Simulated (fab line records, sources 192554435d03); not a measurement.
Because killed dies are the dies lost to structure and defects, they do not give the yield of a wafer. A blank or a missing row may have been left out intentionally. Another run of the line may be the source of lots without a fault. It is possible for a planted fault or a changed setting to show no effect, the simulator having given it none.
Matching of chambers -- flow n5-finfet -- N5_BEOL_M9_DESCUM_33 on rie-diel-06: 4 sister chambers
The step chemistry O2, time 7 s. 24 wafers are shown with their chamber, then 12 later ones without.

WAFERS, EACH WITH ITS CHAMBER
wafer,chamber,drypump-motor-current-A (A),showerhead-plenum-p-Torr (Torr),throttle-valve-pct (%)
L074.1,1,6.2,2.05,20.52
L074.2,2,5.9,2.12,20.30
L074.3,0,5.4,1.97,20.50
L074.4,3,5.9,2.03,20.59
L074.5,2,5.9,2.12,20.31
L074.6,3,5.9,2.03,20.56
L079.1,0,5.4,1.97,20.52
L079.2,2,5.9,2.12,19.99
L079.3,1,6.2,2.04,20.53
L078.2,3,6.0,2.02,20.60
L078.4,1,6.2,2.04,20.54
L078.5,3,6.0,2.02,20.59
L080.2,3,5.9,2.02,20.60
L080.4,2,5.9,2.11,19.98
L080.5,1,6.2,2.04,20.54
L082.1,2,5.9,2.11,19.98
L082.2,1,6.2,2.04,20.54
L082.3,3,6.0,2.02,20.62
L082.4,2,5.9,2.11,19.99
L082.5,1,6.2,2.04,20.53
L082.6,3,6.0,2.02,20.60
L086.3,3,6.0,2.02,20.62
L086.4,2,5.9,2.11,20.01
L086.6,2,5.9,2.11,19.99

SIGNATURES (averages over the wafers above)
reading,chamber 0,chamber 1,chamber 2,chamber 3,scatter within a chamber
drypump-motor-current-A,5.400,6.200,5.900,5.963,0.0306
showerhead-plenum-p-Torr,1.9700,2.0417,2.1138,2.0225,0.00459
throttle-valve-pct,20.5100,20.5333,20.0688,20.5975,0.0873
Rule: a wafer's distance from a chamber is the root of the sum, over the readings, of the square of ((its reading less the chamber's mean) divided by the reading's scatter). The wafer belongs to the nearest chamber; if the next one is less than 2 further off, it can't be placed. The scatter: the root of (the sum of the squares of (reading less its chamber's mean) over the shown wafers, divided by (wafers less chambers)).

WAFERS WITH NO CHAMBER GIVEN
wafer,drypump-motor-current-A (A),showerhead-plenum-p-Torr (Torr),throttle-valve-pct (%)
L092.1,5.5,2.22,20.12
L092.2,5.9,2.10,20.01
L092.3,5.9,2.01,20.65
L092.4,6.2,2.03,20.57
L092.5,6.2,2.03,20.59
L092.6,5.4,2.22,20.14
L096.1,5.9,2.10,20.01
L096.2,5.4,2.22,20.15
L096.3,6.0,2.01,20.64
L096.4,6.2,2.03,20.57
L096.5,6.2,2.03,20.58
L096.6,5.9,2.10,20.02

WHICH CHAMBER EACH WENT THROUGH
wafer,from the rows above,in truth
L092.1,2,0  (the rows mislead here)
L092.2,2,2
L092.3,3,3
L092.4,1,1
L092.5,1,1
L092.6,2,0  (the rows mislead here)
L096.1,2,2
L096.2,2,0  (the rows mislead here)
L096.3,3,3
L096.4,1,1
L096.5,1,1
L096.6,2,2
Placed correctly: 9 of 12. Number that these rows cannot place: 0. 3 placed wrongly.
